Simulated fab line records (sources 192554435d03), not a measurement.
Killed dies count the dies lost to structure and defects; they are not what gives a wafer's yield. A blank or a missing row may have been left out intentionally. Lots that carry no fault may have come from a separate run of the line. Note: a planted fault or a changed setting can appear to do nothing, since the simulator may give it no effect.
Matching of chambers + flow n5 finfet + 3 sister chambers for N5_BEOL_M8_DEP_56 on pecvd-01
The step deposits SiCN from 3MS/NH3, target thk 10 nm, time 17.5 s. 3 wafers are shown with their chamber, then 7 later ones without.

## WAFERS WITH THEIR CHAMBER
| wafer  | chamber | throttle valve pct (%) |
|--------|---------|------------------------|
| L091.5 | 0       | 8.9                    |
| L092.1 | 2       | 8.2                    |
| L092.2 | 1       | 9.9                    |

## WAFERS WITH NO CHAMBER GIVEN
| wafer  | throttle valve pct (%) |
|--------|------------------------|
| L092.5 | 10.0                   |
| L094.2 | 9.2                    |
| L094.3 | 8.3                    |
| L094.6 | 10.1                   |
| L096.1 | 8.6                    |
| L096.4 | 8.5                    |
| L096.5 | 10.1                   |

## WHICH CHAMBER EACH ONE RAN IN
| wafer  | from the rows above     | in truth |
|--------|-------------------------|----------|
| L092.5 | 1                       | 1        |
| L094.2 | can't be placed: 0 or 1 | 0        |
| L094.3 | 2                       | 2        |
| L094.6 | 1                       | 1        |
| L096.1 | can't be placed: 0 or 2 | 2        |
| L096.4 | can't be placed: 2 or 0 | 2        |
| L096.5 | 1                       | 1        |
Placed correctly: 4 of 7. These rows do not allow placing 3 (true chamber among the candidates in 3). Number placed wrongly: 0.
How it was worked out, from the rows above alone: a wafer's distance from a chamber is the root of the sum, over the readings, of the square of ((its reading less the chamber's mean) divided by the reading's scatter). The wafer belongs to the nearest chamber; if the next one is less than 2 further off, it can't be placed. Each chamber's mean is taken over the wafers shown for it. The scatter (one wafer shown for each chamber): square how far every hidden wafer sits from the nearest shown wafer, average those squares and take the square root.
